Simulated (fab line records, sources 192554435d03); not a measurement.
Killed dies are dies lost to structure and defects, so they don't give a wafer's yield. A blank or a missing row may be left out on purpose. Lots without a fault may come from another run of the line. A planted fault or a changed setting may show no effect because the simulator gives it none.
Split-lot experiment | flow n5_finfet | 7 lots, 21 wafers read, on a route of 1938 steps

THE SPLIT
At N5_BEOL_M7_PECVD_70 (deposits SiO2 from TEOS/O2, target thk 20 nm, time 22.7 s), the setting temp_c was moved away from the recipe's 400 C on 6 of the 21 wafers read, by -4.4% to +3.5%. The other wafers ran this setting at the recipe's value.

FROM THE SPLIT TO THE READING: what the file shows between them, 3 steps
- N5_BEOL_M7_HM_DEP_02: deposits TiN, target thk 20 nm
- N5_BEOL_M7_COAT_59: time 60 s, resist thk 100 nm
- N5_BEOL_M7_STRIP_80: strips in N2/H2, time 10 s

THE READING
SiO2_of_BEOL_M7_PECVD_70.thk_nm (the simulator's own value, which no gauge read), in nm, at N5_BEOL_M7_HM_STRIP_39 (strips TiN in peroxide tin strip, target depth 25 nm, time 158 s). The file gives no usual value for it. The 15 wafers here that ran the recipe average 19.8 nm, standard deviation 0.29 nm.

wafer  | tool, chamber at the split | temp_c as run, C | against the recipe | SiO2_of_BEOL_M7_PECVD_70.thk_nm, nm | against lot-mates on the recipe
L074.1 | pecvd-03, 0                | 400              | recipe             | 19.8                                | -
L074.4 | pecvd-03, 0                | 400              | recipe             | 20.2                                | -
L074.5 | pecvd-03, 1                | 400              | recipe             | 20.4                                | -
L077.2 | pecvd-03, 1                | 400              | recipe             | 20                                  | -
L077.4 | pecvd-03, 1                | 400              | recipe             | 20                                  | -
L077.3 | pecvd-03, 0                | 400              | recipe             | 19.6                                | -
L084.1 | pecvd-03, 1                | 400              | recipe             | 19.6                                | -
L084.2 | pecvd-03, 0                | 400              | recipe             | 19.4                                | -
L084.5 | pecvd-03, 2                | 414.2            | +3.5%              | 18                                  | -1.5
L085.1 | pecvd-02, 1                | 411.6            | +2.9%              | 17.8                                | -1.7
L085.2 | pecvd-02, 0                | 400              | recipe             | 19.4                                | -
L085.4 | pecvd-02, 1                | 400              | recipe             | 19.6                                | -
L086.1 | pecvd-03, 0                | 400              | recipe             | 19.4                                | -
L086.3 | pecvd-03, 1                | 400              | recipe             | 19.8                                | -
L086.6 | pecvd-03, 2                | 405.7            | +1.4%              | 19.2                                | -0.4
L087.1 | pecvd-03, 0,1              | 400              | recipe             | 19.8                                | -
L087.2 | pecvd-03, 0,1              | 400              | recipe             | 19.8                                | -
L087.5 | pecvd-03, 0                | 382.5            | -4.4%              | 22.4                                | +2.6
L093.3 | pecvd-02, 1                | 386.8            | -3.3%              | 21.4                                | +1.4
L093.4 | pecvd-02, 0                | 400              | recipe             | 20                                  | -
L093.6 | pecvd-02, 0                | 386.8            | -3.3%              | 21.6                                | +1.6
Where a row lists several chambers, the file gives one row for several wafers and doesn't say which wafer went through which chamber.

THE FIT
A straight line over all 21 wafers: SiO2_of_BEOL_M7_PECVD_70.thk_nm changes by -0.558 nm for each +1% of temp_c; r = -0.96; the points scatter about the line by 0.28 nm.
The same after taking each lot's own level away (the mean of its wafers on the recipe; 21 wafers): -0.501 nm for each +1%; r = -0.97; scatter 0.21 nm.
On that fit, the largest move of temp_c shifts the reading by 2.2 nm.
The lots' own levels span 19.50 to 20.13 nm, that is 2.2 times the standard deviation above.
So the lot-to-lot level changes the slope: the two fits differ.
Check: with one of the wafers moved furthest among these (-4.4%) left out of the fit, the line predicts +2.02 nm for it against its lot-mates. It came out at +2.6 nm against them.

OTHER SPLITS ON THESE WAFERS
These wafers also went through other splits before the reading. Each is held against what the fit with the lots' levels taken away leaves over:
other split on the same wafers | wafers away from the commonest value | r with SiO2_of_BEOL_M7_PECVD_70.thk_nm (lot level and that fit taken away)
N5_BEOL_M5_ETCH_41 source_w    | 11                                   | -0.32
N5_BEOL_M6_PECVD_70 time_s     | 6                                    | +0.03
N5_BEOL_M6_EXPOSE_08 dose_mj   | 3                                    | +0.14

THE WHOLE CHAIN: every reading that the file lists as answering this split, in the file's order
step                   | what it does                                                     | reading                                                                          | change (the file's fit)               | r (the file's)
N5_BEOL_M7_PECVD_70    | deposits SiO2 from TEOS/O2, target thk 20 nm, time 22.7 s        | SiO2_of_BEOL_M7_PECVD_70.thk_nm (the simulator's own value, which no gauge read) | -0.517 nm for each +1% of the setting | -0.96
N5_BEOL_M7_HM_STRIP_39 | strips TiN in peroxide tin strip, target depth 25 nm, time 158 s | SiO2_of_BEOL_M7_PECVD_70.thk_nm (the simulator's own value, which no gauge read) | -0.512 nm for each +1% of the setting | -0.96

THE FILE'S OWN FIT
SiO2_of_BEOL_M7_PECVD_70.thk_nm changes by -0.512 nm for each +1% of temp_c, r = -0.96.
